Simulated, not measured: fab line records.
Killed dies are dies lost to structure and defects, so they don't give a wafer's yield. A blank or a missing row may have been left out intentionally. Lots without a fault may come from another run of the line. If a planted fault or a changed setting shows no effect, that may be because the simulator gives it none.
Lot-split experiment    flow n5 finfet    on a route of 1938 steps: 7 lots, 21 wafers read

== THE SPLIT ITSELF ==
At N5_BEOL_M12_SPUTTER_44 (material Ta, target thk 10 nm, time 16.13 s), the setting power w was moved away from the recipe's 15000 W on 7 of the 21 wafers read, by -16.3% to +10.1%. For the rest of the wafers, this setting stayed at what the recipe calls for.

The split's own step is where the reading is taken.

== THE READING ==
Ta_of_BEOL_M12_SPUTTER_44.thk nm (the simulator's own value, which no gauge read), in nm, at N5_BEOL_M12_SPUTTER_44 (material Ta, target thk 10 nm, time 16.13 s). The file gives no usual value for it. The 14 wafers here that ran the recipe average 10.0 nm, standard deviation 0.13 nm.

wafer   tool, chamber at the split  power w as run, W  against the recipe  Ta_of_BEOL_M12_SPUTTER_44.thk nm, nm  against lot-mates on the recipe
L074.4  pvd sputter-01, -           15000              recipe              9.8                                   -
L074.5  pvd sputter-01, -           15000              recipe              9.8                                   -
L074.6  pvd sputter-01, -           15000              recipe              10                                    -
L081.1  pvd sputter-03, -           15000              recipe              10                                    -
L081.5  pvd sputter-03, -           15000              recipe              10                                    -
L081.6  pvd sputter-03, -           16470              +9.8%               10.8                                  +0.8
L084.2  pvd sputter-02, -           16510              +10.1%              11                                    +1.0
L084.4  pvd sputter-02, -           15000              recipe              10                                    -
L084.6  pvd sputter-02, -           15000              recipe              10                                    -
L086.2  pvd sputter-03, -           15000              recipe              10                                    -
L086.3  pvd sputter-03, -           15000              recipe              9.8                                   -
L086.4  pvd sputter-03, -           15000              recipe              10.2                                  -
L088.2  pvd sputter-01, -           16040              +6.9%               10.6                                  +0.6
L088.4  pvd sputter-01, -           16040              +6.9%               10.6                                  +0.6
L088.6  pvd sputter-01, -           15000              recipe              10                                    -
L093.1  pvd sputter-01, -           15000              recipe              10                                    -
L093.2  pvd sputter-01, -           15000              recipe              10.2                                  -
L093.3  pvd sputter-01, -           12550              -16.3%              8.4                                   -1.7
L094.2  pvd sputter-02, -           12730              -15.1%              8.4                                   -1.8
L094.3  pvd sputter-02, -           15000              recipe              10.2                                  -
L094.4  pvd sputter-02, -           12730              -15.1%              8.6                                   -1.6

THE FIT
A straight line over all 21 wafers: Ta_of_BEOL_M12_SPUTTER_44.thk nm changes by +0.0958 nm for each +1% of power w; r = +0.98; the points scatter about the line by 0.12 nm.
The same after taking each lot's own level away (the mean of its wafers on the recipe; 21 wafers): +0.103 nm for each +1%; r = +0.99; scatter 0.11 nm.
The reading moves by 1.7 nm for the largest change in power w, on that fit.
Measured against the standard deviation above, the lots' own levels, which go from 9.87 to 10.20 nm, span 2.5 times it.
So the lot-to-lot level changes the slope little: the two slopes agree.
Check: with one of the wafers moved furthest among these (-16.3%) left out of the fit, the line predicts -1.73 nm for it against its lot-mates. It came out at -1.7 nm against them.

== THE FILE'S OWN FIT ==
Ta_of_BEOL_M12_SPUTTER_44.thk nm changes by +0.102 nm for each +1% of power w, r = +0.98.
